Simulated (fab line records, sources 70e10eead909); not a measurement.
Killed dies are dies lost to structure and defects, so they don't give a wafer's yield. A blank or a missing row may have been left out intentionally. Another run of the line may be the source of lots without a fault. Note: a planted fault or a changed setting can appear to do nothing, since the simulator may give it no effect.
Chamber matching ; flow nand-harc ; NHARC_A_CHANNEL_FILL_D1_ALD_25 on ald-hk-04: 4 sister chambers
The step deposits SiOx, target thk 60 nm, pulse time 10 s, ald cycles 600. 4 wafers are shown with their chamber, then 7 later ones without.

== WAFERS, EACH WITH ITS CHAMBER ==
wafer;chamber;heater-power-w (W)
L375.2;3;400
L375.5;0;477
L376.1;1;458
L376.3;2;459

== WAFERS WITHOUT THEIR CHAMBER ==
wafer;heater-power-w (W)
L376.4;388
L381.2;451
L381.3;461
L381.4;473
L386.2;469
L386.4;446
L386.5;391

== CHAMBER TAKEN BY EACH ==
wafer;from the rows above;in truth
L376.4;3;3
L381.2;can't be placed: 1 or 2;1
L381.3;can't be placed: 2 or 1 or 0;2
L381.4;can't be placed: 0 or 2 or 1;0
L386.2;can't be placed: 0 or 2 or 1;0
L386.4;can't be placed: 1 or 2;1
L386.5;3;3
Correctly placed: 2 of 7. Not placeable from these rows: 5 (in 5, the candidates include the true chamber). Wrongly placed: 0.
How it was worked out, from the rows above alone: a wafer's distance from a chamber is the root of the sum, over the readings, of the square of ((its reading less the chamber's mean) divided by the reading's scatter). The wafer belongs to the nearest chamber; if the next one is less than 2 further off, it can't be placed. A chamber's mean is the mean of its shown wafers. The scatter: with one shown wafer a chamber, the root of the mean of the squares of how far each hidden wafer lies from its nearest shown one.
